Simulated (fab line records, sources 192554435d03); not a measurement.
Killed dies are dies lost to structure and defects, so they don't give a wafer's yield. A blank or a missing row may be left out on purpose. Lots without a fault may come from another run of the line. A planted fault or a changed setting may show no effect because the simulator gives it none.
Split-lot experiment | flow n5_finfet | 7 lots, 21 wafers read, on a route of 1938 steps

THE SPLIT
At N5_BEOL_M5_ETCH_72 (etches underlayer in N2/H2, target depth 6.5 nm, time 5.2 s), the setting bias_w was moved away from the recipe's 150 W on 9 of the 21 wafers read, by -17.1% to +17.7%. The other wafers ran this setting at the recipe's value.

The reading is taken at the split's own step.

THE READING
rf_vpp_V, in V, at N5_BEOL_M5_ETCH_72 (etches underlayer in N2/H2, target depth 6.5 nm, time 5.2 s). Fault-free wafers of this fab line usually give 523.6 V, standard deviation 2.7 V.

wafer  | tool, chamber at the split | bias_w as run, W | against the recipe | rf_vpp_V, V | against lot-mates on the recipe
L077.2 | rie_diel-03, 1             | 170.4            | +13.6%             | 570.1       | +41.4
L077.3 | rie_diel-03, 0             | 150              | recipe             | 528.7       | -
L077.4 | rie_diel-03, 3             | 170.4            | +13.6%             | 567.4       | +38.7
L079.2 | rie_diel-04, 3             | 150              | recipe             | 521.3       | -
L079.5 | rie_diel-04, 3             | 150              | recipe             | 524.6       | -
L079.6 | rie_diel-04, 0             | 126.3            | -15.8%             | 471.5       | -51.5
L078.1 | rie_diel-04, 0             | 150              | recipe             | 525.8       | -
L078.2 | rie_diel-04, 2             | 150              | recipe             | 519.8       | -
L078.6 | rie_diel-04, 1             | 150              | recipe             | 524.8       | -
L080.3 | rie_diel-01, 1             | 150              | recipe             | 522.5       | -
L080.4 | rie_diel-01, 0             | 124.4            | -17.1%             | 471.1       | -51.1
L080.5 | rie_diel-01, 2             | 150              | recipe             | 522.0       | -
L083.2 | rie_diel-01, 1             | 150              | recipe             | 520.1       | -
L083.3 | rie_diel-01, 2             | 150              | recipe             | 521.1       | -
L083.5 | rie_diel-01, 1             | 163.3            | +8.9%              | 550.2       | +29.6
L084.1 | rie_diel-04, 2             | 150              | recipe             | 521.3       | -
L084.2 | rie_diel-04, 3             | 176.6            | +17.7%             | 579.7       | +58.4
L084.4 | rie_diel-04, 1             | 176.6            | +17.7%             | 581.1       | +59.8
L085.2 | rie_diel-04, 1             | 173.1            | +15.4%             | 573.1       | +50.1
L085.5 | rie_diel-04, 2             | 173.1            | +15.4%             | 569.3       | +46.3
L085.6 | rie_diel-04, 1             | 150              | recipe             | 523.0       | -

THE FIT
A straight line over all 21 wafers: rf_vpp_V changes by +3.2 V for each +1% of bias_w; r = +1.00; the points scatter about the line by 2.4 V.
The same after taking each lot's own level away (the mean of its wafers on the recipe; 21 wafers): +3.16 V for each +1%; r = +1.00; scatter 2.1 V.
On that fit, the largest move of bias_w shifts the reading by 56 V.
The lots' own levels span 520.60 to 528.70 V, that is 3.0 times the standard deviation above.
So the lot-to-lot level changes the slope little: the two slopes agree.
Check: with one of the wafers moved furthest among these (+17.7%) left out of the fit, the line predicts +55.7 V for it against its lot-mates. It came out at +58.4 V against them.
Tool readings at the split's step, against how far the setting was moved: etch_rf_on_time_s r = -0.85; rf_vpp_V r = +1.00.

OTHER SPLITS ON THESE WAFERS
These wafers also went through other splits before the reading. Each is held against what the fit with the lots' levels taken away leaves over:
other split on the same wafers | wafers away from the commonest value | r with rf_vpp_V (lot level and that fit taken away)
N5_BEOL_M4_PECVD_72 temp_c     | 6                                    | -0.19
N5_BEOL_M5_COAT_05 spin_rpm    | 7                                    | -0.34

THE WHOLE CHAIN: every reading that the file lists as answering this split, in the file's order
step               | what it does                                                | reading           | change (the file's fit)              | r (the file's)
N5_BEOL_M5_ETCH_72 | etches underlayer in N2/H2, target depth 6.5 nm, time 5.2 s | etch_rf_on_time_s | withheld for each +1% of the setting | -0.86
N5_BEOL_M5_ETCH_72 | etches underlayer in N2/H2, target depth 6.5 nm, time 5.2 s | rf_vpp_V          | +3.16 V for each +1% of the setting  | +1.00

THE FILE'S OWN FIT
rf_vpp_V changes by +3.16 V for each +1% of bias_w, r = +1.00.
